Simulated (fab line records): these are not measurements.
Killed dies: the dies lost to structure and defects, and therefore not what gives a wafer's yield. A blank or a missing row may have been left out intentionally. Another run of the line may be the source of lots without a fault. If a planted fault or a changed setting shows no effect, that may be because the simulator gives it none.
Which tool was responsible?    flow nand_harc    42 wafers from 14 lots sampled at 5 of the route's 1302 steps

WHAT THE GAUGES READ, wafer by wafer
NHARC_A_ONON_D2_THK_MEAS_11: measures by ellipsometry.
lot   measured      on             thk_nm (nm)
L495  day 12 10:19  film_metro-02  999 998 998
L496  day 13 06:14  film_metro-02  1008 1009 1007
L497  day 13 06:14  film_metro-01  994 992 993
L504  day 16 16:11  film_metro-01  997 998 997
L505  day 16 22:59  film_metro-01  1002 1001 1001
L508  day 17 15:47  film_metro-01  993 993 994
L509  day 18 21:40  film_metro-01  983 983 982
L510  day 19 03:13  film_metro-02  1005 1005 1005
L512  day 19 03:23  film_metro-02  1011 1011 1012
L514  day 20 09:26  film_metro-02  1006 1006 1004
L515  day 20 22:38  film_metro-02  995 996 996
L516  day 21 15:10  film_metro-02  986 989 988
L517  day 21 21:23  film_metro-01  1009 1008 1009
L518  day 22 05:09  film_metro-02  1013 1012 1013

NHARC_A_ONON_D2_THK_MEAS_24: measures by ellipsometry.
lot   measured      on             thk_nm (nm)
L495  day 12 18:14  film_metro-02  984 986 983
L496  day 13 16:16  film_metro-02  999 1001 998
L497  day 13 16:17  film_metro-01  1005 1005 1003
L504  day 17 02:13  film_metro-01  878 880 878 878 881 880
L505  day 17 16:09  film_metro-02  874 872 872 874 873 874
L508  day 18 01:28  film_metro-01  1001 1000 1001
L509  day 19 07:04  film_metro-02  1011 1013 1010
L510  day 19 12:34  film_metro-02  984 984 985
L512  day 19 12:32  film_metro-02  1003 1002 1002
L514  day 20 19:08  film_metro-01  1009 1008 1006
L515  day 21 08:04  film_metro-02  1004 1007 1006
L516  day 22 02:43  film_metro-01  1003 1001 1002
L517  day 22 06:28  film_metro-02  1008 1007 1006
L518  day 22 14:14  film_metro-02  981 979 980

WHAT TOOL EACH LOT RAN ON (gives the tool, then ch and the chambers of the sampled wafers, and finally the start)
lot   NHARC_A_CHANNEL_FILL_D1_ETCHBACK_08            NHARC_A_DECK1_JOINT_DEP_16       NHARC_A_ONON_D2_DEP_22
L495  rie_diel-04 ch 1,2, day 12 07:43 or earlier    pecvd-03 ch 0,2, day 12 07:43    pecvd_onon-03 ch 0, day 12 17:44
L496  rie_diel-04 ch 2,3, day 13 03:38 or earlier    pecvd-04 ch 0,1,2, day 13 03:38  pecvd_onon-04 ch 0, day 13 15:46
L497  rie_diel-13 ch 1,2, day 13 03:42 or earlier    pecvd-03 ch 0,1, day 13 03:42    pecvd_onon-03 ch 0, day 13 15:50
L504  rie_diel-09 ch 0,1,3, day 16 13:36 or earlier  pecvd-04 ch 0,1,2, day 16 13:36  pecvd_onon-04 ch 0, day 17 01:42
L505  rie_diel-13 ch 0,1,3, day 16 20:24 or earlier  pecvd-04 ch 0,1, day 16 20:24    pecvd_onon-04 ch 0, day 17 15:41
L508  rie_diel-09 ch 1,2,3, day 17 12:55 or earlier  pecvd-04 ch 0,1,2, day 17 12:55  pecvd_onon-01 ch 0, day 18 00:58
L509  rie_diel-09 ch 0,1,3, day 18 19:07 or earlier  pecvd-03 ch 0,1,2, day 18 19:07  pecvd_onon-03 ch 0, day 19 06:36
L510  rie_diel-09 ch 1,2,3, day 19 00:37 or earlier  pecvd-01 ch 0,2, day 19 00:37    pecvd_onon-03 ch 0, day 19 12:06
L512  rie_diel-13 ch 0,1,3, day 19 00:47 or earlier  pecvd-03 ch 0,1, day 19 00:47    pecvd_onon-01 ch 0, day 19 12:02
L514  rie_diel-09 ch 0,2,3, day 20 06:50 or earlier  pecvd-01 ch 0,1,2, day 20 06:50  pecvd_onon-04 ch 0, day 20 18:38
L515  rie_diel-09 ch 2,3, day 20 20:03 or earlier    pecvd-04 ch 0,2, day 20 20:03    pecvd_onon-04 ch 0, day 21 07:37
L516  rie_diel-13 ch 0,2,3, day 21 12:37 or earlier  pecvd-04 ch 0,1,2, day 21 12:37  pecvd_onon-03 ch 0, day 22 02:20
L517  rie_diel-04 ch 0,1,2, day 21 18:47 or earlier  pecvd-04 ch 0,1,2, day 21 18:47  pecvd_onon-03 ch 0, day 22 05:58
L518  rie_diel-13 ch 1,2,3, day 22 02:34 or earlier  pecvd-04 ch 1,2, day 22 02:34    pecvd_onon-01 ch 0, day 22 13:43
- NHARC_A_CHANNEL_FILL_D1_ETCHBACK_08: etches the open film in C4F8, target depth 220 nm, time 110 s.
- NHARC_A_DECK1_JOINT_DEP_16: deposits SiO2, target thk 45 nm.
- NHARC_A_ONON_D2_DEP_22: target thk 1000 nm.

AS READ BY THE TOOLS THEMSELVES (means over the sampled wafers that have a number; for cases with no such wafer, the mark the record gives instead)
NHARC_A_CHANNEL_FILL_D1_ETCHBACK_08.
lot   tool         oes_product_au (a.u.)  rf_vpp_V (V)
L495  rie_diel-04  1.00                   442.3
L496  rie_diel-04  1.00                   441.3
L497  rie_diel-13  0.92                   441.8
L504  rie_diel-09  1.01                   441.9
L505  rie_diel-13  0.92                   441.1
L508  rie_diel-09  0.92                   442.6
L509  rie_diel-09  0.99                   442.0
L510  rie_diel-09  0.99                   442.6
L512  rie_diel-13  0.92                   440.5
L514  rie_diel-09  1.00                   442.4
L515  rie_diel-09  0.92                   443.3
L516  rie_diel-13  0.92                   443.0
L517  rie_diel-04  0.93                   443.5
L518  rie_diel-13  0.93                   442.2

NHARC_A_DECK1_JOINT_DEP_16.
lot   tool      heater_power_w (W)  throttle_valve_pct (%)
L495  pecvd-03  571                 15.5
L496  pecvd-04  571                 15.8
L497  pecvd-03  622                 15.4
L504  pecvd-04  613                 15.9
L505  pecvd-04  635                 15.9
L508  pecvd-04  551                 16.0
L509  pecvd-03  545                 15.7
L510  pecvd-01  669                 16.6
L512  pecvd-03  590                 15.7
L514  pecvd-01  670                 16.8
L515  pecvd-04  650                 15.6
L516  pecvd-04  573                 15.6
L517  pecvd-04  607                 15.9
L518  pecvd-04  548                 15.4

THE ANSWER, worked out from the rows above alone
Rule: what is usual is taken from the lots themselves. The widest of any qualifying gaps counts: lots, ordered by their means at a reading, are off when they make up no more than a third of the lots, leave a main group of 4 or more, and stand apart from it by 3 or more times the standard deviation of that group's means. If all means in a main group match to the digits the tables above print for the reading, that group is not used. Also off: a lot with no number at a reading for which 4 or more lots have one. The other lots that the step has rows for count as sound. Order of review: gauges by route order, followed by the tools' own readings, for which a lot's mean as printed above is used. At the first step where some lot is off, the reading lying furthest off is the one used; lots without a number count as furthest.
Off, at NHARC_A_ONON_D2_THK_MEAS_24 on thk_nm: L504, L505. Mean 999 nm and standard deviation 9.9 in the main group.
If a tool, at a process step before that reading, ran all the lots that are off and no sound lot after the first of them, it fits. Those tools and the gauges at NHARC_A_ONON_D2_THK_MEAS_24 are tried in the same way. NHARC_A_CHANNEL_FILL_D1_ETCHBACK_08 gives no start for some lots, so the hours and the order of its lots are those of NHARC_A_DECK1_JOINT_DEP_16. None of those tried fits.

WHAT HAD BEEN PUT IN BY THE SIMULATOR
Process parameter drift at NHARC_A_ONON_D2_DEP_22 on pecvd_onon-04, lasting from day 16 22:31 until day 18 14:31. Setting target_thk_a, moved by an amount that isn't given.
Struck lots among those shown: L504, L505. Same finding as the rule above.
